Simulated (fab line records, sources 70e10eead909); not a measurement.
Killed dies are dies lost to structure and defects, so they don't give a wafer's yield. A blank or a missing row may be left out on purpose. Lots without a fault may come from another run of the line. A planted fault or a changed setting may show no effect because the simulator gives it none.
A struck lot beside a sound one | flow nand_harc | 16 steps out of a route of 1302
Sound: wafers L568.1, L568.2, L568.4. Struck: wafer L584.1. (L584.2, L584.3 of the same lot were not struck and are left out.) The cause comes at the end.
At each step with rows: each side's tool, then ch and its chambers, then its first start. Under that, the readings that differ: sound wafers | struck wafers | difference of the means | sigmas: that difference in standard deviations of wafers without a fault.
alike: readings whose means differ by less than 2 such deviations, and words and numbers that are the same on both sides. not compared: withheld readings, readings that some wafer has no value for, bounds like >300 that may hide the same value, and numbers for which the record gives no deviation and whose values overlap.
The two part at a step that has a row with sigmas, a row that says differs or no value, or rows on one side only. Numbers that don't overlap but have no deviation are shown without sigmas and don't part them. A reading that every wafer of one side lacks parts them only if that side has two wafers or more.

first, 1 step without rows for these wafers: NHARC_A_DECK1_JOINT_SRD_15.
NHARC_A_DECK1_JOINT_DEP_16: deposits SiO2, target thk 45 nm.
  sound on pecvd-03 ch 0,1,2, day 14 13:20; struck on pecvd-02 ch 2, day 21 19:00
  reading                | sound          | struck | difference | sigmas
  throttle_valve_pct (%) | 16.2 15.3 15.6 | 16.8   | +1.1       | +2
  alike: heater_power_w
NHARC_A_DECK1_JOINT_THK_MEAS_17: measures by ellipsometry.
  sound on film_metro-02, day 14 13:36; struck on film_metro-01, day 21 19:17
  alike: thk_nm
NHARC_A_DECK1_JOINT_INSPECT_05:
  sound on defect_inspect-01, day 14 13:38; struck on defect_inspect-02, day 21 19:19
  alike: raw_defect_count
then, 1 step without rows for these wafers: NHARC_A_ONON_D2_DEP_00 (target thk 1000 nm).
NHARC_A_ONON_D2_THK_MEAS_02: measures by ellipsometry.
  sound on film_metro-01, day 14 14:13; struck on film_metro-01, day 21 19:53
  alike: thk_nm
then, 1 step without rows for these wafers: NHARC_A_ONON_D2_DEP_03 (target thk 1000 nm).
NHARC_A_ONON_D2_THK_MEAS_05: measures by ellipsometry.
  sound on film_metro-02, day 14 14:47; struck on film_metro-01, day 21 20:28
  reading     | sound          | struck | difference | sigmas
  thk_nm (nm) | 1009 1009 1008 | 990    | -19        | -2
then, 1 step without rows for these wafers: NHARC_A_ONON_D2_DEP_06 (target thk 1000 nm).
NHARC_A_ONON_D2_THK_MEAS_08: measures by ellipsometry.
  sound on film_metro-01, day 14 15:20; struck on film_metro-02, day 21 21:02
  reading     | sound          | struck | difference | sigmas
  thk_nm (nm) | 1001 1001 1002 | 1018   | +17        | +2
then, 1 step without rows for these wafers: NHARC_A_ONON_D2_DEP_09 (target thk 1000 nm).
NHARC_A_ONON_D2_THK_MEAS_11: measures by ellipsometry.
  sound on film_metro-02, day 14 15:54; struck on film_metro-01, day 21 21:35
  alike: thk_nm
NHARC_A_ONON_D2_DEP_12: target thk 1000 nm.
  sound on pecvd_onon-02 ch 0, day 14 15:58; struck on pecvd_onon-02 ch 0, day 21 21:39
NHARC_A_ONON_D2_THK_MEAS_14: measures by ellipsometry.
  sound on film_metro-02, day 14 16:29; struck on film_metro-02, day 21 22:09
  reading     | sound       | struck | difference | sigmas
  thk_nm (nm) | 998 999 998 | 1602   | +604       | +60
then, 1 step without rows for these wafers: NHARC_A_ONON_D2_ANNEAL_15 (time 3600 s).
-- the record jumps here: 12 days lie between the struck wafers' starts before and after (it left off in module A_ONON_D2 and takes up again in module END, whose first step shown is number 1302 of the route) --
NHARC_END_SORT_01:
  the record has rows for the struck wafers here (prober-02 ch 0, day 33 14:41) and none for the sound ones

WHERE THEY PART
First at NHARC_A_DECK1_JOINT_DEP_16; last, within this record, at NHARC_END_SORT_01.

WHY: what the simulator had put in
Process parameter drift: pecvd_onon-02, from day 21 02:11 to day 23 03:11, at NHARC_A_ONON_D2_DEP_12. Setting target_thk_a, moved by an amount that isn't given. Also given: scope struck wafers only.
